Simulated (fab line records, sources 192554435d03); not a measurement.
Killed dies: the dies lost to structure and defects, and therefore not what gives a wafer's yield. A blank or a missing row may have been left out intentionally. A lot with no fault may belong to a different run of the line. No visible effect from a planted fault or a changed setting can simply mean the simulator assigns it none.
fab line records -- flow n5Finfet
record lots=11, wafers=29, lastDay=19
route steps=1938 shown ZERO_LAYER@16 WELL_APT@44 PMOS_HMC_CHANNEL_EPI@62 PASSIVATION@1936
lots that met no fault: from a run of the same line without faults
startH: hours from the record's opening day to when the first of the lot's shown wafers began -- waitH: hours from the lot's prior step to this one -- " as in the row above -- L1.1+2: a row that stands for several wafers -- - no value, or no start was given -- * or withheld: withheld -- < > ~ a bound
route shown NAME@n: NAME is a module with steps in the file, n the number in the route of the first one -- usual: mean and standard deviation over wafers with no fault -- same: alike in all rows -- chamber/n: place in a boat -- sites: each site's reading -- _std_site: the values' standard deviation -- _edge_site: mean of outer sites minus mean of inner sites -- radiusMm: how far each site lies from the wafer's centre -- mask NAME#n: copy n -- behind: the tool/chamber that last shaped the wafer -- hold: why the lot was held/for how many hours/how that ended -- device: the transistor (n, p or np) that didn't switch -- end of line: the same wafers' tests at the end of the route -- where a step has no rows: the recipe by itself -- killed: count of dies lost to structure and defects at first sort (not the wafer's yield) -- map: a wafer's dies, x killed, . not, _ none there
set.NAME: setting as actually run; set.NAME@STEP: the setting as run at that earlier step -- model.NAME: the simulator's own value behind a step, which no gauge read
a sample of lots followed through the steps of the route, with each step as a table and each wafer as a row
services: the hour from which a tool's chamber was out of use, counted from the record's first day as startH (under 0 if before that day), plus the number of hours and why
## steps
# step N5_ZERO_LAYER_ETCH_18
# recipe chemistry=HBr/Cl2, target=Si, targetDepthA=1200, timeS=40, pressureMtorr=10, icpW=800, biasW=75, HBr_flow_sccm=150, Cl2_flow_sccm=80
# usual drypumpMotorCurrentA=5.7/0.37, mfcCl2Sccm=79.96/0.24, oesProductAu=1.007/0.016, throttleValvePct=36.3/0.37
lot.wafer,tool,chamber,startH,waitH,drypumpMotorCurrentA,mfcCl2Sccm,oesProductAu,rfHoursCounterH,throttleValvePct
L251.2,rieSi-02,3,12.91,0.0,6.0,79.77,1.024,108,36.6
L251.3,rieSi-02,2,12.91,0.0,5.7,79.45,0.999,96,36.5
L251.5,rieSi-02,3,12.91,0.0,6.0,79.78,1.031,-,36.6
L252.3,rieSi-06,0,19.14,0.0,5.9,79.79,1.009,55,36.4
L252.4,rieSi-06,2,19.14,0.0,6.3,79.88,1.020,-,36.1
L252.6,rieSi-06,1,19.14,0.0,5.7,79.88,0.991,-,36.0
L253.1,rieSi-02,1,24.91,0.0,6.1,80.23,0.993,66,35.4
L253.2,rieSi-02,2,24.91,0.0,5.7,79.82,0.995,96,36.5
L253.6,rieSi-02,3,24.91,0.0,6.0,80.49,1.022,-,36.6
L254.3,rieSi-02,2,30.99,0.0,5.7,80.07,1.000,96,36.5
L254.4,rieSi-02,3,30.99,0.0,5.9,80.07,1.022,108,36.6
L254.5,rieSi-02,3,30.99,0.0,6.0,79.84,1.031,-,36.6
L255.1,rieSi-06,2,36.92,0.0,6.3,79.88,1.031,4,36.1
L255.4,rieSi-06,1,36.92,0.0,5.7,79.68,0.993,-,36.0
L256.1,rieSi-02,1,43.34,0.0,6.1,79.76,0.997,67,35.4
L256.6,rieSi-02,1,43.34,0.0,6.1,79.58,1.000,-,35.4
L257.1,rieSi-02,3,48.91,0.0,6.0,80.06,1.024,108,36.6
L257.6,rieSi-02,0,48.91,0.0,5.3,79.89,0.991,-,36.4
L258.4,rieSi-02,3,54.91,0.0,6.0,80.00,1.026,109,36.6
L258.6,rieSi-02,2,54.91,0.0,5.7,79.89,0.992,-,36.5
L260.2,rieSi-04,2,66.91,0.0,4.9,79.90,0.999,2,36.6
L260.3,rieSi-04,3,66.91,0.0,5.3,79.91,1.022,79,36.2
L260.4,rieSi-04,0,66.91,0.0,5.6,79.84,1.015,5,35.9
L265.1,rieSi-02,0,96.91,0.0,5.3,79.52,0.997,97,36.4
L265.3,rieSi-02,1,96.91,0.0,6.1,79.77,0.994,68,35.4
L265.4,rieSi-02,3,96.91,0.0,6.0,79.74,1.025,109,36.6
L269.1,rieSi-06,2,120.92,0.0,6.3,79.89,1.031,6,36.1
L269.3,rieSi-06,2,120.92,0.0,6.3,79.75,1.027,-,36.1
L269.4,rieSi-06,1,120.92,0.0,5.7,80.22,0.993,-,36.0
# step N5_WELL_APT_OVL_MEAS_26
# recipe pointsPerWafer=44
# usual PWELL_OVL=-3/5.4
lot.wafer,tool,chamber,startH,waitH,PWELL_OVL[nm]
L251.2,overlay-02,0,14.83,0.0,-1
L251.3,overlay-02,0,14.83,0.0,-8
L251.5,overlay-02,0,14.83,0.0,-2
L252.3,overlay-01,0,21.46,0.0,1
L252.4,overlay-01,0,21.46,0.0,-4
L252.6,overlay-01,0,21.46,0.0,-1
L253.1,overlay-01,0,26.88,0.0,-5
L253.2,overlay-01,0,26.88,0.0,-10
L253.6,overlay-01,0,26.88,0.0,-9
L254.3,overlay-02,0,33.22,0.0,1
L254.4,overlay-02,0,33.22,0.0,-2
L254.5,overlay-02,0,33.22,0.0,1
L255.1,overlay-01,0,39.09,0.0,-3
L255.4,overlay-01,0,39.09,0.0,-2
L256.1,overlay-01,0,45.43,0.0,-15
L256.6,overlay-01,0,45.43,0.0,-4
L257.1,overlay-01,0,50.83,0.0,-7
L257.6,overlay-01,0,50.83,0.0,8
L258.4,overlay-02,0,56.83,0.0,-18
L258.6,overlay-02,0,56.83,0.0,-6
L260.2,overlay-02,0,69.93,0.0,-2
L260.3,overlay-02,0,69.93,0.0,-3
L260.4,overlay-02,0,69.93,0.0,1
L265.1,overlay-01,0,99.26,0.0,-6
L265.3,overlay-01,0,99.26,0.0,-6
L265.4,overlay-01,0,99.26,0.0,-4
L269.1,overlay-01,0,123.02,0.0,4
L269.3,overlay-01,0,123.02,0.0,-3
L269.4,overlay-01,0,123.02,0.0,6
# step N5_WELL_APT_RTA_34
# recipe tempC=1000, timeS=10, ambient=N2, idleTempC=600, rampUpCPerS=150, rampDownCPerS=60, coolToC=600
# usual lampPowerPct=13.00/0.056, lamp_zone_1_pct=12.991/0.029, wafer_temp_C_max=1003.6/0.99
lot.wafer,tool,chamber,startH,waitH,lampPowerPct,lamp_zone_1_pct,wafer_temp_C_max
L251.2,rtpAnneal-01,0,15.71,0.1,13.04,13.038,1003.8
L251.3,rtpAnneal-01,0,15.71,0.1,12.98,12.995,1003.3
L251.5,rtpAnneal-01,0,15.71,0.1,13.04,12.968,1002.7
L252.3,rtpAnneal-01,0,22.68,0.2,13.06,13.008,1002.9
L252.4,rtpAnneal-01,0,22.68,0.2,12.96,13.014,1003.6
L252.6,rtpAnneal-01,0,22.68,0.2,13.09,13.037,1002.9
L253.1,rtpAnneal-02,0,27.70,0.0,13.09,13.020,1003.0
L253.2,rtpAnneal-02,0,27.70,0.0,13.03,13.009,1003.3
L253.6,rtpAnneal-02,0,27.70,0.0,13.03,12.953,1005.6
L254.3,rtpAnneal-02,0,34.47,0.2,12.96,13.004,1002.4
L254.4,rtpAnneal-02,0,34.47,0.2,12.95,12.976,1003.1
L254.5,rtpAnneal-02,0,34.47,0.2,12.95,13.003,1004.7
L255.1,rtpAnneal-01,0,39.92,0.0,12.98,13.016,1003.7
L255.4,rtpAnneal-01,0,39.92,0.0,13.00,13.014,1003.5
L256.1,rtpAnneal-01,0,46.25,0.0,13.01,13.019,1004.0
L256.6,rtpAnneal-01,0,46.25,0.0,13.02,12.994,1002.2
L257.1,rtpAnneal-02,0,51.67,0.0,12.99,13.021,1003.5
L257.6,rtpAnneal-02,0,51.67,0.0,13.01,12.974,1002.4
L258.4,rtpAnneal-02,0,58.55,0.3,13.01,13.005,1003.1
L258.6,rtpAnneal-02,0,58.55,0.3,13.00,12.979,1002.6
L260.2,rtpAnneal-02,0,72.25,0.0,12.99,12.995,1005.5
L260.3,rtpAnneal-02,0,72.25,0.0,12.96,12.945,1005.3
L260.4,rtpAnneal-02,0,72.25,0.0,12.99,13.017,1003.4
L265.1,rtpAnneal-01,0,100.08,0.0,12.97,12.951,1004.4
L265.3,rtpAnneal-01,0,100.08,0.0,13.04,12.980,1004.9
L265.4,rtpAnneal-01,0,100.08,0.0,13.00,13.002,1004.9
L269.1,rtpAnneal-01,0,123.93,0.0,13.01,13.023,1003.9
L269.3,rtpAnneal-01,0,123.93,0.0,13.00,12.986,1002.3
L269.4,rtpAnneal-01,0,123.93,0.0,13.07,13.011,1004.8
# step N5_PMOS_HMC_CHANNEL_EPI_EXPOSE_06
# recipe maskId=PMOS_HMC_BLK, na=1.35, sourceShape=conventional, sigmaOuter=0.8, polarization=unpolarized, targetCdNm=240, doseMj=41
# usual exposureDoseMJCm2=40.97/0.044
# same sigmaOuter=0.8
lot.wafer,tool,chamber,startH,waitH,mask,exposureDoseMJCm2
L251.2,arfiScanner-02,0,16.76,-,PMOS_HMC_BLK#0,41.05
L251.3,arfiScanner-02,0,16.76,-,PMOS_HMC_BLK#0,41.00
L251.5,arfiScanner-02,0,16.76,-,PMOS_HMC_BLK#0,41.01
L252.3,arfiScanner-02,0,23.92,-,PMOS_HMC_BLK#0,41.04
L252.4,arfiScanner-02,0,23.92,-,PMOS_HMC_BLK#0,40.99
L252.6,arfiScanner-02,0,23.92,-,PMOS_HMC_BLK#0,41.03
L253.1,arfiScanner-03,0,28.89,-,PMOS_HMC_BLK#0,41.07
L253.2,arfiScanner-03,0,28.89,-,PMOS_HMC_BLK#0,41.00
L253.6,arfiScanner-03,0,28.89,-,PMOS_HMC_BLK#0,41.01
L254.3,arfiScanner-02,0,35.64,-,PMOS_HMC_BLK#0,40.90
L254.4,arfiScanner-02,0,35.64,-,PMOS_HMC_BLK#0,40.96
L254.5,arfiScanner-02,0,35.64,-,PMOS_HMC_BLK#0,40.98
L255.1,arfiScanner-03,0,41.13,-,PMOS_HMC_BLK#0,40.96
L255.4,arfiScanner-03,0,41.13,-,PMOS_HMC_BLK#0,40.93
L256.1,arfiScanner-03,0,47.31,-,PMOS_HMC_BLK#0,40.92
L256.6,arfiScanner-03,0,47.31,-,PMOS_HMC_BLK#0,40.98
L257.1,arfiScanner-01,0,52.86,-,PMOS_HMC_BLK#0,41.03
L257.6,arfiScanner-01,0,52.86,-,PMOS_HMC_BLK#0,40.99
L258.4,arfiScanner-03,0,59.70,-,PMOS_HMC_BLK#0,41.00
L258.6,arfiScanner-03,0,59.70,-,PMOS_HMC_BLK#0,41.00
L260.2,arfiScanner-03,0,73.51,-,PMOS_HMC_BLK#0,40.99
L260.3,arfiScanner-03,0,73.51,-,PMOS_HMC_BLK#0,41.04
L260.4,arfiScanner-03,0,73.51,-,PMOS_HMC_BLK#0,40.99
L265.1,arfiScanner-01,0,101.74,-,PMOS_HMC_BLK#0,41.01
L265.3,arfiScanner-01,0,101.74,-,PMOS_HMC_BLK#0,41.01
L265.4,arfiScanner-01,0,101.74,-,PMOS_HMC_BLK#0,40.99
L269.1,arfiScanner-01,0,125.33,-,PMOS_HMC_BLK#0,40.90
L269.3,arfiScanner-01,0,125.33,-,PMOS_HMC_BLK#0,40.93
L269.4,arfiScanner-01,0,125.33,-,PMOS_HMC_BLK#0,40.98
# step N5_PMOS_HMC_CHANNEL_EPI_OVL_MEAS_10
# recipe pointsPerWafer=44
# usual PMOS_HMC_BLK_OVL=-0.5/0.74
lot.wafer,tool,chamber,startH,waitH,PMOS_HMC_BLK_OVL[nm]
L251.2,overlay-02,0,16.91,0.0,-0.3
L251.3,overlay-02,0,16.91,0.0,0.0
L251.5,overlay-02,0,16.91,0.0,-0.5
L252.3,overlay-02,0,24.07,0.0,-0.3
L252.4,overlay-02,0,24.07,0.0,0.1
L252.6,overlay-02,0,24.07,0.0,0.8
L253.1,overlay-02,0,29.05,0.0,-0.2
L253.2,overlay-02,0,29.05,0.0,-1.2
L253.6,overlay-02,0,29.05,0.0,-1.1
L254.3,overlay-01,0,35.78,0.0,-0.3
L254.4,overlay-01,0,35.78,0.0,-0.3
L254.5,overlay-01,0,35.78,0.0,-0.3
L255.1,overlay-01,0,41.29,0.0,0.2
L255.4,overlay-01,0,41.29,0.0,-0.7
L256.1,overlay-01,0,47.47,0.0,-3.1
L256.6,overlay-01,0,47.47,0.0,-1.9
L257.1,overlay-01,0,53.02,0.0,0.1
L257.6,overlay-01,0,53.02,0.0,0.7
L258.4,overlay-02,0,59.83,0.0,-1.4
L258.6,overlay-02,0,59.83,0.0,-0.7
L260.2,overlay-02,0,73.66,0.0,-0.8
L260.3,overlay-02,0,73.66,0.0,-0.7
L260.4,overlay-02,0,73.66,0.0,0.0
L265.1,overlay-01,0,101.89,0.0,40.9
L265.3,overlay-01,0,101.89,0.0,39.5
L265.4,overlay-01,0,101.89,0.0,40.1
L269.1,overlay-01,0,125.49,0.0,40.0
L269.3,overlay-01,0,125.49,0.0,40.0
L269.4,overlay-01,0,125.49,0.0,39.6
# step N5_PASSIVATION_PROBE_49
# usual killed_at_M0_to_M3=34/11, killed_at_M4_up=14/5.6, killedAtContacts=13/5.9, killedAtFrontEnd=40/11, killedAtOther=4/3.1, killedDies=105/16, killedOpen=68/11, killedShort=34/8.4
# same grossDies=1180, killedAtBackSide=0
lot.wafer,tool,chamber,startH,waitH,killed_at_M0_to_M3,killed_at_M4_up,killedAtContacts,killedAtFrontEnd,killedAtOther,killedDies,killedOpen,killedShort
L251.2,prober-01,-,286.04,0.1,40,15,18,41,1,115,66,43
L251.3,prober-01,-,286.09,0.1,38,20,32,32,2,124,88,36
L251.5,prober-01,-,286.19,0.2,34,11,28,35,1,109,69,39
L252.3,prober-01,-,297.44,0.1,28,16,17,36,1,98,67,30
L252.4,prober-01,-,297.49,0.2,56,20,15,40,2,133,87,38
L252.6,prober-01,-,297.59,0.3,36,22,26,50,7,141,98,39
L255.1,prober-02,-,299.52,0.0,14,23,26,27,0,90,62,26
L255.4,prober-02,-,299.67,0.2,41,13,21,40,1,116,65,47
L256.1,prober-01,-,325.12,0.0,30,9,22,42,1,104,77,27
L256.6,prober-01,-,325.37,0.3,27,12,6,42,4,91,69,20
L260.2,prober-01,-,346.05,0.1,31,9,13,25,17,95,59,36
L260.3,prober-01,-,346.10,0.1,27,22,14,53,6,122,81,39
L260.4,prober-01,-,346.15,0.2,40,15,20,30,7,112,71,39
L265.1,prober-02,-,380.88,0.0,41,8,14,32,13,108,66,40
L265.3,prober-02,-,380.98,0.1,36,17,10,44,8,115,76,37
L265.4,prober-02,-,381.03,0.2,36,14,8,42,6,106,61,43
L269.1,prober-02,-,464.38,0.0,43,16,13,31,8,111,76,34
L269.3,prober-02,-,464.48,0.1,22,17,13,46,5,103,72,31
L269.4,prober-02,-,464.53,0.2,41,17,3,38,4,103,69,34
# killed by level:class
L251.2 BEOL_M0_SAQP:geometricParticle:open=10 MOL_CONTACT_COAG:geometricParticle:open=9 MOL_CONTACT_COAG:geometricParticle:short=9 FIN_SAQP:geometricParticle:short=7 BEOL_M1:geometricParticle:open=7 BEOL_M4:geometricParticle:open=7 HKMG_FIN:areaEtch=6 DUMMY_GATE:geometricParticle:open=5
L251.3 MOL_CONTACT_COAG:geometricParticle:open=25 BEOL_M0_SAQP:geometricParticle:short=10 BEOL_M3:geometricParticle:open=10 BEOL_M4:geometricParticle:open=9 DUMMY_GATE:geometricParticle:open=7 MOL_CONTACT_COAG:geometricParticle:short=7 BEOL_M0_SAQP:geometricParticle:open=6 BEOL_M2:geometricParticle:open=6
L251.5 MOL_CONTACT_COAG:geometricParticle:open=20 BEOL_M2:geometricParticle:open=8 MOL_CONTACT_COAG:geometricParticle:short=8 FIN_SAQP:geometricParticle:open=6 FIN_SAQP:geometricParticle:short=6 STI_FIN_REVEAL:geometricParticle:open=6 BEOL_M0_SAQP:geometricParticle:short=6 BEOL_M0_SAQP:geometricParticle:open=5
L252.3 MOL_CONTACT_COAG:geometricParticle:open=14 BEOL_M3:geometricParticle:open=14 BEOL_M4:geometricParticle:open=10 FIN_SAQP:geometricParticle:short=8 STI_FIN_REVEAL:geometricParticle:open=6 BEOL_M0_SAQP:geometricParticle:short=6 GATE_CUT:geometricParticle:short=5 GATE_CUT:geometricParticle:open=4
L252.4 BEOL_M3:geometricParticle:open=19 MOL_CONTACT_COAG:geometricParticle:open=14 BEOL_M2:geometricParticle:open=10 FIN_SAQP:geometricParticle:short=8 BEOL_M4:geometricParticle:open=8 HKMG_FIN:areaEtch=7 FIN_SAQP:geometricParticle:open=6 STI_FIN_REVEAL:geometricParticle:open=5
L252.6 MOL_CONTACT_COAG:geometricParticle:open=20 STI_FIN_REVEAL:geometricParticle:open=18 BEOL_M4:geometricParticle:open=13 BEOL_M2:geometricParticle:open=10 BEOL_M3:geometricParticle:open=7 GATE_CUT:geometricParticle:short=6 MOL_CONTACT_COAG:geometricParticle:short=6 STARTING-WAFER:geometricParticle:short=6
L255.1 MOL_CONTACT_COAG:geometricParticle:open=19 FIN_SAQP:geometricParticle:open=9 BEOL_M4:geometricParticle:open=9 FIN_SAQP:geometricParticle:short=7 MOL_CONTACT_COAG:geometricParticle:short=7 DUMMY_GATE:geometricParticle:open=4 BEOL_M8:geometricParticle:open=4 STI_FIN_REVEAL:geometricParticle:open=3
L255.4 MOL_CONTACT_COAG:geometricParticle:open=15 FIN_SAQP:geometricParticle:short=13 FIN_SAQP:geometricParticle:open=9 BEOL_M0_SAQP:geometricParticle:short=8 MOL_CONTACT_COAG:geometricParticle:short=6 BEOL_M1:geometricParticle:open=6 BEOL_M3:geometricParticle:open=6 BEOL_M5:geometricParticle:open=6
L256.1 MOL_CONTACT_COAG:geometricParticle:open=18 BEOL_M3:geometricParticle:open=12 FIN_SAQP:geometricParticle:open=11 STI_FIN_REVEAL:geometricParticle:open=9 BEOL_M0_SAQP:geometricParticle:short=6 FIN_SAQP:geometricParticle:short=5 BEOL_M0_SAQP:geometricParticle:open=5 DUMMY_GATE:geometricParticle:open=4
L256.6 FIN_SAQP:geometricParticle:open=13 STI_FIN_REVEAL:geometricParticle:open=12 BEOL_M2:geometricParticle:open=11 BEOL_M0_SAQP:geometricParticle:open=7 FIN_SAQP:geometricParticle:short=6 MOL_CONTACT_COAG:geometricParticle:open=6 BEOL_M0_SAQP:geometricParticle:short=6 BEOL_M7:geometricParticle:open=4
L260.2 MOL_CONTACT_COAG:geometricParticle:open=11 BEOL_M0_SAQP:geometricParticle:short=11 BEOL_M2:geometricParticle:open=8 BEOL_M0_SAQP:geometricParticle:open=7 MIM_TOP:geometricParticle:open=7 MIM_TOP:geometricParticle:short=7 STI_FIN_REVEAL:geometricParticle:open=4 DUMMY_GATE:geometricParticle:open=4
L260.3 MOL_CONTACT_COAG:geometricParticle:open=14 FIN_SAQP:geometricParticle:open=12 FIN_SAQP:geometricParticle:short=11 BEOL_M4:geometricParticle:open=10 STI_FIN_REVEAL:geometricParticle:open=9 BEOL_M0_SAQP:geometricParticle:short=8 BEOL_M0_SAQP:geometricParticle:open=7 BEOL_M2:geometricParticle:open=7
L260.4 BEOL_M0_SAQP:geometricParticle:short=16 MOL_CONTACT_COAG:geometricParticle:open=15 BEOL_M0_SAQP:geometricParticle:open=13 FIN_SAQP:geometricParticle:open=7 FIN_SAQP:geometricParticle:short=5 BEOL_M4:geometricParticle:open=5 GATE_CUT:geometricParticle:open=4 MOL_CONTACT_COAG:geometricParticle:short=4
L265.1 BEOL_M2:geometricParticle:open=13 BEOL_M0_SAQP:geometricParticle:short=11 MOL_CONTACT_COAG:geometricParticle:open=10 FIN_SAQP:geometricParticle:short=7 FIN_SAQP:geometricParticle:open=6 BEOL_M0_SAQP:geometricParticle:open=5 STI_FIN_REVEAL:geometricParticle:open=4 MOL_CONTACT_COAG:geometricParticle:short=4
L265.3 FIN_SAQP:geometricParticle:open=14 FIN_SAQP:geometricParticle:short=8 MOL_CONTACT_COAG:geometricParticle:open=8 BEOL_M0_SAQP:geometricParticle:short=8 BEOL_M1:geometricParticle:open=8 BEOL_M2:geometricParticle:open=6 STI_FIN_REVEAL:geometricParticle:open=5 BEOL_M0_SAQP:geometricParticle:open=5
L265.4 BEOL_M0_SAQP:geometricParticle:short=10 BEOL_M1:geometricParticle:open=10 FIN_SAQP:geometricParticle:short=9 STI_FIN_REVEAL:geometricParticle:open=8 MOL_CONTACT_COAG:geometricParticle:open=6 DUMMY_GATE:geometricParticle:open=5 BEOL_M0_SAQP:geometricParticle:open=5 FIN_SAQP:geometricParticle:open=4
L269.1 BEOL_M2:geometricParticle:open=18 GATE_CUT:geometricParticle:short=9 MOL_CONTACT_COAG:geometricParticle:open=9 BEOL_M2:geometricParticle:short=8 BEOL_M1:geometricParticle:open=7 STI_FIN_REVEAL:geometricParticle:open=5 BEOL_M4:geometricParticle:open=5 MIM_TOP:geometricParticle:open=5
L269.3 MOL_CONTACT_COAG:geometricParticle:open=12 BEOL_M4:geometricParticle:open=12 STI_FIN_REVEAL:geometricParticle:open=10 FIN_SAQP:geometricParticle:open=8 BEOL_M3:geometricParticle:open=8 FIN_SAQP:geometricParticle:short=7 BEOL_M0_SAQP:geometricParticle:open=5 GATE_CUT:geometricParticle:short=4
L269.4 BEOL_M2:geometricParticle:open=12 BEOL_M0_SAQP:geometricParticle:open=8 STI_FIN_REVEAL:geometricParticle:open=7 BEOL_M0_SAQP:geometricParticle:short=7 FIN_SAQP:geometricParticle:open=6 DUMMY_GATE:geometricParticle:open=6 BEOL_M5:geometricParticle:open=6 FIN_SAQP:geometricParticle:short=5
## services
tool,chamber,startH,hours,kind
arfiScanner-02,-,-7.72,0.8,pm
rieSi-04,0,-0.05,1.0,repair
arfiScanner-03,-,23.02,3.1,pm
arfiScanner-01,-,23.23,1.8,repair
arfiScanner-01,-,28.72,0.8,pm
arfiScanner-01,-,30.77,1.0,pm
arfiScanner-02,-,32.22,0.8,repair
arfiScanner-03,-,33.31,1.0,pm
arfiScanner-02,-,43.49,120.0,pm
rieSi-02,1,43.69,3.7,repair
arfiScanner-01,-,49.72,2.0,repair
arfiScanner-01,0,59.64,-,calibration
arfiScanner-03,-,86.37,1.3,pm
arfiScanner-03,-,87.67,0.8,pm
arfiScanner-03,-,99.57,1.0,pm
arfiScanner-01,-,105.51,4.9,pm
rieSi-02,2,108.39,5.3,repair
arfiScanner-03,0,111.34,-,calibration
arfiScanner-01,-,118.40,1.3,pm
arfiScanner-01,-,119.70,1.0,pm
rieSi-06,0,120.28,8.8,repair
arfiScanner-03,-,123.68,32.1,repair
## key
firstSign step=N5_PMOS_HMC_CHANNEL_EPI_OVL_MEAS_10, reading=PMOS_HMC_BLK_OVL, direction=up, sigmas=55, usual=-0.5, struck=40.0
effect none on later readings
metAt N5_PMOS_HMC_CHANNEL_EPI_EXPOSE_06
struckLots L265,L269
testerLeftOut L265,L269
notActingAt N5_ZERO_LAYER_ETCH_18,N5_WELL_APT_OVL_MEAS_26,N5_WELL_APT_RTA_34
onsetBetween 52.86 101.74
alsoFits time
fault kind=scannerMatchingOverlay, tool=arfiScanner-01, chamber=-, onsetH=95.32, steps=N5_PMOS_HMC_CHANNEL_EPI_EXPOSE_06, offset=39.762
# testerLeftOut: of these lots the tester's yield and bins aren't shown, on N5 and GAA mostly nor the transistor test; their killed dies are dies lost to structure and defects alone, not to doping, threshold or leakage, so they don't give the yield
